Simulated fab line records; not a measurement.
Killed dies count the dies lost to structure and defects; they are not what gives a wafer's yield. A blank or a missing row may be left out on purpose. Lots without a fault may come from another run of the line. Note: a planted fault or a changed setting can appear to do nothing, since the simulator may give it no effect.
Chamber matching | flow n5_finfet | N5_BEOL_M10_ALD_74 on ald_metal-04: 4 sister chambers
The step deposits TaN, target thk 2 nm, pulse time 2 s, purge time 3 s. 4 wafers are shown with their chamber, then 7 later ones without.

## WAFERS PAIRED WITH THEIR CHAMBERS
wafer  | chamber | heater_power_w (W)
L083.3 | 0       | 475
L084.1 | 1       | 375
L084.4 | 2       | 412
L076.4 | 3       | 342

## WAFERS WITH NO CHAMBER GIVEN
wafer  | heater_power_w (W)
L076.6 | 423
L091.2 | 349
L091.5 | 480
L091.6 | 374
L088.2 | 467
L088.3 | 366
L088.6 | 403

## EACH ONE'S CHAMBER
wafer  | from the rows above     | in truth
L076.6 | 2                       | 2
L091.2 | 3                       | 3
L091.5 | 0                       | 0
L091.6 | 1                       | 1
L088.2 | 0                       | 0
L088.3 | can't be placed: 1 or 3 | 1
L088.6 | 2                       | 2
Correct placement for 6 of the 7. Not placeable from these rows: 1 (in 1, the candidates include the true chamber). Placed wrongly: 0.
How it was worked out, from the rows above alone: a wafer's distance from a chamber is the root of the sum, over the readings, of the square of ((its reading less the chamber's mean) divided by the reading's scatter). If the next closest chamber is less than 2 further off than the closest, the wafer can't be placed; otherwise it belongs to the closest. Each chamber's mean is taken over the wafers shown for it. The scatter (one wafer shown for each chamber): square how far every hidden wafer sits from the nearest shown wafer, average those squares and take the square root.
